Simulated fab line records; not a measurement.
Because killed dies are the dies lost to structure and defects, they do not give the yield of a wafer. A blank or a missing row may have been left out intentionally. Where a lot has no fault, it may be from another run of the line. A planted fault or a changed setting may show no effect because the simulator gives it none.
Which of the tools did it? | flow n5Finfet | Sampling: 10 lots, 30 wafers, 5 of 1938 route steps

WHAT THE GAUGES SHOWED, per wafer
N5_BEOL_M4_RC_MEAS_101.
lot  | measured     | on        | DIBL_N (mV/V)  | DIBL_P (mV/V)  | IOFF_N (nA/um) | IOFF_P (nA/um) | ION_N (uA/um) | ION_P (uA/um) | SS_N (mV/dec)  | SS_P (mV/dec)  | VT_N (mV)   | VT_P (mV)
L438 | day 8 22:11  | prober-01 | 36.4 35.7 37.5 | 35.6 34.2 36.3 | 0.15 0.14 0.17 | 0.21 0.19 0.22 | 671 664 675   | 461 460 457   | 70.7 70.1 71.0 | 73.6 73.3 73.7 | 249 251 250 | -249 -251 -250
L440 | day 9 06:52  | prober-01 | 34.8 36.2 36.5 | 34.5 35.2 35.6 | 0.13 0.15 0.15 | 0.17 0.17 0.17 | 647 663 655   | 445 453 441   | 71.1 70.9 71.8 | 72.7 72.5 73.5 | 252 254 251 | -253 -253 -254
L441 | day 10 10:39 | prober-02 | 38.1 36.1 35.0 | 37.8 36.1 33.9 | 0.20 0.16 0.15 | 0.23 0.20 0.17 | 685 676 665   | 463 459 453   | 71.4 71.4 71.7 | 73.6 73.3 72.9 | 241 251 251 | -249 -253 -254
L445 | day 11 06:08 | prober-01 | 35.6 35.2 37.1 | 33.8 34.4 36.4 | 0.12 0.12 0.16 | 0.16 0.16 0.20 | 663 653 662   | 451 453 452   | 71.1 70.9 71.8 | 72.4 73.9 73.0 | 253 254 251 | -256 -254 -253
L448 | day 13 00:28 | prober-01 | 33.1 33.8 32.3 | 33.0 33.7 31.0 | 0.11 0.12 0.10 | 0.17 0.17 0.14 | 663 661 658   | 455 454 449   | 70.5 71.3 70.5 | 72.5 73.3 73.1 | 251 250 255 | -254 -253 -256
L451 | day 13 16:12 | prober-02 | 36.9 36.6 38.0 | 37.9 38.0 38.5 | 0.18 0.16 0.20 | 0.21 0.20 0.22 | 683 668 685   | 459 453 461   | 71.5 71.7 71.9 | 73.2 73.3 74.0 | 246 252 247 | -253 -250 -250
L453 | day 13 17:46 | prober-01 | 36.3 35.7 36.9 | 38.5 36.3 38.1 | 0.16 0.16 0.18 | 0.21 0.17 0.20 | 666 666 668   | 458 445 458   | 71.4 72.0 72.0 | 73.7 73.4 73.8 | 248 249 251 | -253 -258 -256
L454 | day 13 20:47 | prober-01 | 34.9 35.5 33.6 | 35.3 36.0 34.6 | 0.14 0.15 0.13 | 0.18 0.20 0.18 | 667 662 667   | 454 450 461   | 71.1 71.2 71.0 | 73.0 73.4 73.0 | 251 249 251 | -253 -248 -252
L456 | day 14 01:58 | prober-02 | 39.8 38.8 38.1 | 39.7 38.4 37.0 | 0.22 0.18 0.17 | 0.24 0.24 0.20 | 700 674 671   | 467 462 458   | 71.8 72.7 71.4 | 74.1 74.6 73.9 | 248 248 250 | -250 -252 -253
L457 | day 14 19:54 | prober-01 | 37.3 36.7 38.7 | 36.5 35.3 39.4 | 0.17 0.15 0.21 | 0.20 0.18 0.25 | 679 665 686   | 457 451 462   | 71.4 72.2 72.4 | 73.6 72.7 73.9 | 247 250 243 | -251 -253 -251

N5_BEOL_M5_THK_MEAS_01.
lot  | measured     | on           | M5_ILD_THK (nm)
L438 | day 8 23:34  | filmMetro-01 | 123.0 123.7 121.8
L440 | day 9 08:34  | filmMetro-02 | 121.7 121.2 120.0
L441 | day 10 12:11 | filmMetro-02 | 119.3 121.0 120.6
L445 | day 11 08:08 | filmMetro-02 | 119.8 119.3 123.2
L448 | day 13 01:42 | filmMetro-01 | 120.1 121.4 122.5
L451 | day 13 17:44 | filmMetro-01 | 120.4 120.2 121.3
L453 | day 13 19:47 | filmMetro-02 | 119.6 119.9 122.6
L454 | day 13 22:21 | filmMetro-02 | 120.1 119.7 119.7
L456 | day 14 03:41 | filmMetro-01 | 40.1 40.5 40.4
L457 | day 14 21:26 | filmMetro-02 | 43.2 41.8 40.4

WHICH TOOL RAN EACH LOT (tool, then ch and the chambers of the sampled wafers, then the start)
lot  | N5_BEOL_M4_SPUTTER_92       | N5_BEOL_M4_SPUTTER_96       | N5_BEOL_M5_ILD_DEP_00
L438 | pvdSputter-03, day 8 19:01  | pvdSputter-03, day 8 19:28  | pecvd-03 ch 1,2, day 8 22:59
L440 | pvdSputter-02, day 9 04:49  | pvdSputter-02, day 9 05:16  | pecvd-03 ch 0,1,2, day 9 07:31
L441 | pvdSputter-03, day 10 09:06 | pvdSputter-03, day 10 09:32 | pecvd-01 ch 0,2, day 10 11:37
L445 | pvdSputter-01, day 11 04:25 | pvdSputter-01, day 11 04:51 | pecvd-03 ch 0,2, day 11 06:56
L448 | pvdSputter-02, day 12 22:37 | pvdSputter-02, day 12 23:04 | pecvd-01 ch 1,2, day 13 01:07
L451 | pvdSputter-02, day 13 14:40 | pvdSputter-02, day 13 15:06 | pecvd-03 ch 0,1,2, day 13 17:10
L453 | pvdSputter-01, day 13 16:04 | pvdSputter-01, day 13 16:31 | pecvd-01 ch 1,2, day 13 18:34
L454 | pvdSputter-03, day 13 18:47 | pvdSputter-03, day 13 19:13 | pecvd-03 ch 0,1,2, day 13 21:18
L456 | pvdSputter-01, day 14 00:07 | pvdSputter-01, day 14 00:34 | pecvd-01 ch 0,1,2, day 14 02:38
L457 | pvdSputter-01, day 14 17:27 | pvdSputter-01, day 14 17:53 | pecvd-01 ch 0,1,2, day 14 20:52
- N5_BEOL_M4_SPUTTER_92: material Cu, target thk 4.5 nm, time 8.29 s.
- N5_BEOL_M4_SPUTTER_96: material Cu, target thk 4.5 nm, time 8.29 s.
- N5_BEOL_M5_ILD_DEP_00: deposits SiCOH lowk from DEMS/porogen, target thk 140.64 nm, time 25.9 s.

WHAT THE TOOLS THEMSELVES READ (means of the sampled wafers that have a number; where no wafer has one, the mark that the record gives instead)
N5_BEOL_M4_SPUTTER_92.
lot  | tool          | throttleValvePct (%)
L438 | pvdSputter-03 | 29.2
L440 | pvdSputter-02 | 29.6
L441 | pvdSputter-03 | 30.1
L445 | pvdSputter-01 | 29.8
L448 | pvdSputter-02 | 29.9
L451 | pvdSputter-02 | 29.6
L453 | pvdSputter-01 | 29.7
L454 | pvdSputter-03 | 29.6
L456 | pvdSputter-01 | 29.5
L457 | pvdSputter-01 | 29.9

N5_BEOL_M4_SPUTTER_96.
lot  | tool          | throttleValvePct (%)
L438 | pvdSputter-03 | 29.2
L440 | pvdSputter-02 | 29.7
L441 | pvdSputter-03 | 30.1
L445 | pvdSputter-01 | 29.9
L448 | pvdSputter-02 | 29.7
L451 | pvdSputter-02 | 29.4
L453 | pvdSputter-01 | 29.8
L454 | pvdSputter-03 | 29.6
L456 | pvdSputter-01 | 29.5
L457 | pvdSputter-01 | 29.8

N5_BEOL_M5_ILD_DEP_00.
lot  | tool     | heaterPowerW (W) | showerheadPlenumPTorr (Torr) | throttleValvePct (%)
L438 | pecvd-03 | 388              | 5.731                        | 13.2
L440 | pecvd-03 | 348              | 5.729                        | 13.4
L441 | pecvd-01 | 385              | 5.733                        | 14.0
L445 | pecvd-03 | 362              | 5.729                        | 13.2
L448 | pecvd-01 | 375              | 5.743                        | 13.5
L451 | pecvd-03 | 336              | 5.739                        | 13.3
L453 | pecvd-01 | 334              | 5.732                        | 13.8
L454 | pecvd-03 | 335              | 5.727                        | 13.5
L456 | pecvd-01 | 337              | 5.740                        | 14.0
L457 | pecvd-01 | 359              | 5.732                        | 14.1

THE ANSWER, worked out from the rows above alone
Rule: usual is defined by the lots themselves. The widest of any qualifying gaps counts: lots, ordered by their means at a reading, are off when they make up no more than a third of the lots, leave a main group of 4 or more, and stand apart from it by 3 or more times the standard deviation of that group's means. A main group is skipped when, at the precision printed for the reading in the tables above, its means are all equal. A lot without any number at a reading at which 4 lots or more have one is off too. Any other lot the step has rows for is counted as sound. After the gauges, taken in route order, come the tools' own readings; for these a lot's mean is taken, as printed above. At the first step where some lot is off, the reading lying furthest off is the one used; lots without a number count as furthest.
Off: L456, L457, seen at N5_BEOL_M5_THK_MEAS_01 (M5_ILD_THK). For the main group the mean is 120.9 nm and the standard deviation 0.83.
A tool fits if, at a process step before that reading, it ran every lot that is off, and no sound lot after the first of them. Gauges at N5_BEOL_M5_THK_MEAS_01: tried the same way as those tools. 2 tools fit, pvdSputter-01 at N5_BEOL_M4_SPUTTER_92 and N5_BEOL_M4_SPUTTER_96 and pecvd-01 at N5_BEOL_M5_ILD_DEP_00, so this cannot tell which one it is.

WHAT WAS PUT IN BY THE SIMULATOR
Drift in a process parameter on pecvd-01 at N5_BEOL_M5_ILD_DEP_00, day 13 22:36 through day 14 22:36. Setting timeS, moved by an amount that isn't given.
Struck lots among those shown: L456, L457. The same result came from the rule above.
